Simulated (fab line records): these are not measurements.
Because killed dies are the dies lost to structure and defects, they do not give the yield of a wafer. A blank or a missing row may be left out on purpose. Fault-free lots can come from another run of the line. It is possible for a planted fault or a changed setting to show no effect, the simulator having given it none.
Split-lot trial || flow n5_finfet || route with 1938 steps; 7 lots, 39 wafers read

THE SPLIT
At N5_BEOL_M6_ILD_DEP_00 (deposits SiCOH lowk from DEMS/porogen, target thk 179.75 nm, time 33.4 s), the setting target_thk_a was moved away from the recipe's 1797.5 angstrom on 15 of the 39 wafers read, by -59.6% to +50.1%. All remaining wafers had this setting at the recipe value.

THE PATH FROM SPLIT TO READING: the file shows 1 step between them
- N5_BEOL_M6_CURE_74: cures SiCOH lowk, time 240 s

THE READING
M6_ILD_THK in nanometres, read at N5_BEOL_M6_THK_MEAS_01. Fault-free wafers of this fab line usually give 155.2 nm, standard deviation 2.4 nm.

{"wafer": "L079.1", "tool, chamber at the split": "pecvd-02, 0", "target_thk_a as run, angstrom": 2518, "against the recipe": "+40.1%", "M6_ILD_THK, nm": 214.9, "against lot-mates on the recipe": "+60.2"}
{"wafer": "L079.2", "tool, chamber at the split": "pecvd-02, 1", "target_thk_a as run, angstrom": 1797.5, "against the recipe": "recipe", "M6_ILD_THK, nm": 152.9, "against lot-mates on the recipe": "-"}
{"wafer": "L079.3", "tool, chamber at the split": "pecvd-02, 0", "target_thk_a as run, angstrom": 1797.5, "against the recipe": "recipe", "M6_ILD_THK, nm": 154.9, "against lot-mates on the recipe": "-"}
{"wafer": "L079.4", "tool, chamber at the split": "pecvd-02, 1", "target_thk_a as run, angstrom": 2518, "against the recipe": "+40.1%", "M6_ILD_THK, nm": 218.1, "against lot-mates on the recipe": "+63.4"}
{"wafer": "L079.5", "tool, chamber at the split": "pecvd-02, 0", "target_thk_a as run, angstrom": 2518, "against the recipe": "+40.1%", "M6_ILD_THK, nm": 218.6, "against lot-mates on the recipe": "+63.9"}
{"wafer": "L079.6", "tool, chamber at the split": "pecvd-02, 1", "target_thk_a as run, angstrom": 1797.5, "against the recipe": "recipe", "M6_ILD_THK, nm": 156.3, "against lot-mates on the recipe": "-"}
{"wafer": "L080.1", "tool, chamber at the split": "pecvd-01, 0", "target_thk_a as run, angstrom": 2698, "against the recipe": "+50.1%", "M6_ILD_THK, nm": 230.0, "against lot-mates on the recipe": "+76.0"}
{"wafer": "L080.2", "tool, chamber at the split": "pecvd-01, 1", "target_thk_a as run, angstrom": 1797.5, "against the recipe": "recipe", "M6_ILD_THK, nm": 151.3, "against lot-mates on the recipe": "-"}
{"wafer": "L080.3", "tool, chamber at the split": "pecvd-01, 2", "target_thk_a as run, angstrom": 2698, "against the recipe": "+50.1%", "M6_ILD_THK, nm": 234.2, "against lot-mates on the recipe": "+80.2"}
{"wafer": "L080.4", "tool, chamber at the split": "pecvd-01, 0", "target_thk_a as run, angstrom": 1797.5, "against the recipe": "recipe", "M6_ILD_THK, nm": 153.7, "against lot-mates on the recipe": "-"}
{"wafer": "L080.5", "tool, chamber at the split": "pecvd-01, 2", "target_thk_a as run, angstrom": 1797.5, "against the recipe": "recipe", "M6_ILD_THK, nm": 157.0, "against lot-mates on the recipe": "-"}
{"wafer": "L080.6", "tool, chamber at the split": "pecvd-01, 1", "target_thk_a as run, angstrom": 2698, "against the recipe": "+50.1%", "M6_ILD_THK, nm": 235.7, "against lot-mates on the recipe": "+81.7"}
{"wafer": "L087.1", "tool, chamber at the split": "pecvd-01, 2", "target_thk_a as run, angstrom": 726.4, "against the recipe": "-59.6%", "M6_ILD_THK, nm": 66.8, "against lot-mates on the recipe": -90.7}
{"wafer": "L087.2", "tool, chamber at the split": "pecvd-01, 1", "target_thk_a as run, angstrom": 726.4, "against the recipe": "-59.6%", "M6_ILD_THK, nm": 63.4, "against lot-mates on the recipe": -94.1}
{"wafer": "L087.3", "tool, chamber at the split": "pecvd-01, 0", "target_thk_a as run, angstrom": 1797.5, "against the recipe": "recipe", "M6_ILD_THK, nm": 156.6, "against lot-mates on the recipe": "-"}
{"wafer": "L087.4", "tool, chamber at the split": "pecvd-01, 2", "target_thk_a as run, angstrom": 1797.5, "against the recipe": "recipe", "M6_ILD_THK, nm": 159.6, "against lot-mates on the recipe": "-"}
{"wafer": "L087.5", "tool, chamber at the split": "pecvd-01, 1", "target_thk_a as run, angstrom": 1797.5, "against the recipe": "recipe", "M6_ILD_THK, nm": 156.3, "against lot-mates on the recipe": "-"}
{"wafer": "L087.6", "tool, chamber at the split": "pecvd-01, 0", "target_thk_a as run, angstrom": 726.4, "against the recipe": "-59.6%", "M6_ILD_THK, nm": 63.8, "against lot-mates on the recipe": -93.7}
{"wafer": "L091.1", "tool, chamber at the split": "pecvd-04, 1", "target_thk_a as run, angstrom": 1797.5, "against the recipe": "recipe", "M6_ILD_THK, nm": 154.8, "against lot-mates on the recipe": "-"}
{"wafer": "L091.2", "tool, chamber at the split": "pecvd-04, 0", "target_thk_a as run, angstrom": 1797.5, "against the recipe": "recipe", "M6_ILD_THK, nm": 153.2, "against lot-mates on the recipe": "-"}
{"wafer": "L091.3", "tool, chamber at the split": "pecvd-04, 2", "target_thk_a as run, angstrom": 1797.5, "against the recipe": "recipe", "M6_ILD_THK, nm": 152.3, "against lot-mates on the recipe": "-"}
{"wafer": "L091.4", "tool, chamber at the split": "pecvd-04, 2", "target_thk_a as run, angstrom": 1797.5, "against the recipe": "recipe", "M6_ILD_THK, nm": 155.5, "against lot-mates on the recipe": "-"}
{"wafer": "L091.5", "tool, chamber at the split": "pecvd-04, 0", "target_thk_a as run, angstrom": 1797.5, "against the recipe": "recipe", "M6_ILD_THK, nm": 156.8, "against lot-mates on the recipe": "-"}
{"wafer": "L091.6", "tool, chamber at the split": "pecvd-04, 1", "target_thk_a as run, angstrom": 1797.5, "against the recipe": "recipe", "M6_ILD_THK, nm": 158.9, "against lot-mates on the recipe": "-"}
{"wafer": "L093.2", "tool, chamber at the split": "pecvd-01, 0", "target_thk_a as run, angstrom": 1797.5, "against the recipe": "recipe", "M6_ILD_THK, nm": 154.5, "against lot-mates on the recipe": "-"}
{"wafer": "L093.4", "tool, chamber at the split": "pecvd-01, 2", "target_thk_a as run, angstrom": 1797.5, "against the recipe": "recipe", "M6_ILD_THK, nm": 158.5, "against lot-mates on the recipe": "-"}
{"wafer": "L093.6", "tool, chamber at the split": "pecvd-01, 0", "target_thk_a as run, angstrom": 1797.5, "against the recipe": "recipe", "M6_ILD_THK, nm": 158.3, "against lot-mates on the recipe": "-"}
{"wafer": "L095.1", "tool, chamber at the split": "pecvd-01, 2", "target_thk_a as run, angstrom": 1797.5, "against the recipe": "recipe", "M6_ILD_THK, nm": 154.8, "against lot-mates on the recipe": "-"}
{"wafer": "L095.2", "tool, chamber at the split": "pecvd-01, 1", "target_thk_a as run, angstrom": 2231, "against the recipe": "+24.1%", "M6_ILD_THK, nm": 191.4, "against lot-mates on the recipe": "+35.8"}
{"wafer": "L095.3", "tool, chamber at the split": "pecvd-01, 0", "target_thk_a as run, angstrom": 2231, "against the recipe": "+24.1%", "M6_ILD_THK, nm": 191.3, "against lot-mates on the recipe": "+35.7"}
{"wafer": "L095.4", "tool, chamber at the split": "pecvd-01, 2", "target_thk_a as run, angstrom": 2231, "against the recipe": "+24.1%", "M6_ILD_THK, nm": 195.4, "against lot-mates on the recipe": "+39.8"}
{"wafer": "L095.5", "tool, chamber at the split": "pecvd-01, 0", "target_thk_a as run, angstrom": 1797.5, "against the recipe": "recipe", "M6_ILD_THK, nm": 156.9, "against lot-mates on the recipe": "-"}
{"wafer": "L095.6", "tool, chamber at the split": "pecvd-01, 1", "target_thk_a as run, angstrom": 1797.5, "against the recipe": "recipe", "M6_ILD_THK, nm": 155.2, "against lot-mates on the recipe": "-"}
{"wafer": "L094.1", "tool, chamber at the split": "pecvd-04, 0", "target_thk_a as run, angstrom": 2105, "against the recipe": "+17.1%", "M6_ILD_THK, nm": 179.3, "against lot-mates on the recipe": "+24.2"}
{"wafer": "L094.2", "tool, chamber at the split": "pecvd-04, 1", "target_thk_a as run, angstrom": 1797.5, "against the recipe": "recipe", "M6_ILD_THK, nm": 155.3, "against lot-mates on the recipe": "-"}
{"wafer": "L094.3", "tool, chamber at the split": "pecvd-04, 2", "target_thk_a as run, angstrom": 2105, "against the recipe": "+17.1%", "M6_ILD_THK, nm": 179.9, "against lot-mates on the recipe": "+24.8"}
{"wafer": "L094.4", "tool, chamber at the split": "pecvd-04, 0", "target_thk_a as run, angstrom": 1797.5, "against the recipe": "recipe", "M6_ILD_THK, nm": 154.4, "against lot-mates on the recipe": "-"}
{"wafer": "L094.5", "tool, chamber at the split": "pecvd-04, 2", "target_thk_a as run, angstrom": 1797.5, "against the recipe": "recipe", "M6_ILD_THK, nm": 155.6, "against lot-mates on the recipe": "-"}
{"wafer": "L094.6", "tool, chamber at the split": "pecvd-04, 1", "target_thk_a as run, angstrom": 2105, "against the recipe": "+17.1%", "M6_ILD_THK, nm": 183.5, "against lot-mates on the recipe": "+28.4"}

FIT RESULTS
A straight line over all 39 wafers: M6_ILD_THK changes by +1.53 nm for each +1% of target_thk_a; r = +1.00; the points scatter about the line by 2.1 nm.
The same after taking each lot's own level away (the mean of its wafers on the recipe; 39 wafers): +1.56 nm for each +1%; r = +1.00; scatter 1.9 nm.
On that fit, the largest move of target_thk_a shifts the reading by 93 nm.
Across the lots, their own levels run from 154.00 to 157.50 nm, a range of 1.5 times the standard deviation given above.
The two slopes agree, so the slope changes little with the lot-to-lot level.
Check: for one of the wafers moved furthest among these (-59.6%), held out of the fit, the line's prediction against its lot-mates is -93.8 nm. Against them it came out at -90.7 nm.

THESE WAFERS: OTHER SPLITS
Note: prior to the reading, these wafers also went through further splits. Each is held against what the fit with the lots' levels taken away leaves over:
{"other split on the same wafers": "N5_BEOL_M3_HM_DEP_02 target_thk_a", "wafers away from the commonest value": 12, "r with M6_ILD_THK (lot level and that fit taken away)": -0.08}

THE WHOLE CHAIN: every reading that the file lists as answering this split, in the file's order
{"step": "N5_BEOL_M6_ILD_DEP_00", "what it does": "deposits SiCOH lowk from DEMS/porogen, target thk 179.75 nm, time 33.4 s", "reading": "SiCOH_lowk_of_BEOL_M6_ILD_DEP_00.thk_nm (the simulator's own value, which no gauge read)", "change (the file's fit)": "+1.79 nm for each +1% of the setting", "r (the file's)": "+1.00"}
{"step": "N5_BEOL_M6_CURE_74", "what it does": "cures SiCOH lowk, time 240 s", "reading": "SiCOH_lowk_of_BEOL_M6_ILD_DEP_00.thk_nm (the simulator's own value, which no gauge read)", "change (the file's fit)": "+1.56 nm for each +1% of the setting", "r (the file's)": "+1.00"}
{"step": "N5_BEOL_M6_THK_MEAS_01", "what it does": "", "reading": "M6_ILD_THK", "change (the file's fit)": "+1.56 for each +1% of the setting", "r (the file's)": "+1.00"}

THE FILE'S OWN FIT
M6_ILD_THK changes by +1.56 nm for each +1% of target_thk_a, r = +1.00.
